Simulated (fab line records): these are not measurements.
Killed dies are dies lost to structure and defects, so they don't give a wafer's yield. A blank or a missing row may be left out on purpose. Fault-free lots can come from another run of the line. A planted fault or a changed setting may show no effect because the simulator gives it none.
Struck lot and sound lot, side by side ; flow n5_finfet ; 14 steps out of a route of 1938
Sound: these wafers, L348.3, L348.4, L348.5. Wafers L354.1, L354.2, L354.5 were the ones struck. Last of all comes the cause.
Order at every step that has rows: each side's tool, ch and its chambers, its first start. Under that, the readings that differ: sound wafers ; struck wafers ; difference of the means ; sigmas: that difference in standard deviations of wafers without a fault.
alike: readings whose means differ by less than 2 such deviations, and words and numbers that are the same on both sides. not compared: withheld readings, readings that some wafer has no value for, bounds like >300 that may hide the same value, and numbers for which the record gives no deviation and whose values overlap.
A row with sigmas, a row that says differs or no value, or rows on one side alone: a step with any of these is where the two part. When numbers do not overlap yet have no deviation, they are printed without sigmas and do not part them. A reading that every wafer of one side lacks parts them only if that side has two wafers or more.

N5_BEOL_M2_ILD_DEP_00: deposits SiOC from DEMS/O2, target thk 79 nm, time 15.3 s.
  sound on pecvd-04 ch 0,1, day 7 10:21; struck on pecvd-02 ch 0,1, day 8 18:22
reading;sound;struck;difference;sigmas
heater_power_w (W);481 608 606;369 447 444;-145;-2
showerhead_plenum_p_Torr (Torr);5.726 5.716 5.704;5.675 5.684 5.690;-0.032;-2
  alike: showerhead_vpp_V, throttle_valve_pct
N5_BEOL_M2_THK_MEAS_01:
  sound on film_metro-01 at day 7 10:25; struck on film_metro-02 at day 8 18:26
  alike: M2_ILD_THK
N5_BEOL_M2_PECVD_72: deposits SiO2 from TEOS/O2, target thk 16 nm, time 18 s.
  sound on pecvd-04 ch 0,1, day 7 10:28; struck on pecvd-04 ch 0,1,2, day 8 18:28
  alike: heater_power_w, showerhead_plenum_p_Torr, showerhead_vpp_V, throttle_valve_pct
N5_BEOL_M2_HM_DEP_02: deposits TiN, target thk 20 nm.
  sound on pvd_sputter-03 at day 7 13:02; struck on pvd_sputter-02 at day 8 20:31
  alike: throttle_valve_pct
then, 8 steps without rows for these wafers: N5_BEOL_M2_COAT_61 (time 60 s, resist thk 60 nm); N5_BEOL_M2_COAT_62 (time 60 s, resist thk 12 nm); N5_BEOL_M2_COAT_73 (time 60 s, resist thk 5 nm); N5_BEOL_M2_COAT_05 (resist thk 30 nm); N5_BEOL_M2_EBR_07; N5_BEOL_M2_SOFTBAKE_06 (time 60 s); N5_BEOL_M2_EXPOSE_08 (exposes mask M2); N5_BEOL_M2_PEB_09 (peb time 60 s).
N5_BEOL_M2_DEVELOP_10: develop time 30 s.
  struck on litho_track-04, day 8 20:52; sound on litho_track-02 ch 0, day 7 13:30
  no value came back on the struck wafers for chill_plate_temp_C (C), develop_time_s (s); on the sound wafers chill_plate_temp_C (C) reads 23.09 23.10 23.03
reading;sound;struck;difference;sigmas
model.CAR-EUV_of_BEOL_M2_COAT_05.thk_nm (nm);29.6 29.6 29.6;30 30 29.8;+0;
N5_BEOL_M2_CD_MEAS_11 targets a cd of 16.79 nm.
  sound on cd_sem-02 ch 0, day 7 13:34; struck on cd_sem-03 ch 0, day 8 20:55
reading;sound;struck;difference;sigmas
cd_nm (nm);16.65 16.38 16.56;- - -;no value on the struck wafers;

WHERE THEY PART
Last at N5_BEOL_M2_CD_MEAS_11 as far as this record goes, first at N5_BEOL_M2_ILD_DEP_00.

WHY: what the simulator had put in
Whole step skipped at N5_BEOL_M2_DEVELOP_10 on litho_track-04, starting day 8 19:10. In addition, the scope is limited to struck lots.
